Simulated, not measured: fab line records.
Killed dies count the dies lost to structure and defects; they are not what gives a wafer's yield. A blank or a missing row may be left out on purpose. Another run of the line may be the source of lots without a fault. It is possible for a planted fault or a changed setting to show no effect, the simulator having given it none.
Chamber matching ; flow nand-harc ; 4 sister chambers for NHARC_P_CONTACT_CMP_01 on cmp-02
The step polishes SiO2, target thk 200 nm. 4 wafers are shown with their chamber, then 9 later ones without.

EACH WAFER AND ITS CHAMBER
wafer;chamber;motor-current-A (A)
L082.4;1;12.1
L087.1;0;13.2
L085.3;2;14.0
L085.5;3;9.3

WAFERS MISSING THEIR CHAMBER
wafer;motor-current-A (A)
L086.1;9.3
L086.4;12.9
L086.6;12.8
L089.1;13.9
L089.2;9.8
L089.5;12.7
L097.1;12.2
L097.3;13.9
L097.6;13.6

EACH ONE'S CHAMBER
wafer;from the rows above;in truth
L086.1;3;3
L086.4;can't be placed: 0 or 1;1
L086.6;can't be placed: 0 or 1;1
L089.1;can't be placed: 2 or 0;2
L089.2;3;3
L089.5;can't be placed: 0 or 1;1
L097.1;1;1
L097.3;can't be placed: 2 or 0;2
L097.6;can't be placed: 0 or 2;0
3 of 9 placed correctly. These rows do not allow placing 6 (true chamber among the candidates in 6). 0 placed wrongly.
How it was worked out, from the rows above alone: a wafer's distance from a chamber is the root of the sum, over the readings, of the square of ((its reading less the chamber's mean) divided by the reading's scatter). The wafer belongs to the nearest chamber; if the next one is less than 2 further off, it can't be placed. The mean given for a chamber averages the wafers shown for that chamber. The scatter (one wafer shown for each chamber): square how far every hidden wafer sits from the nearest shown wafer, average those squares and take the square root.
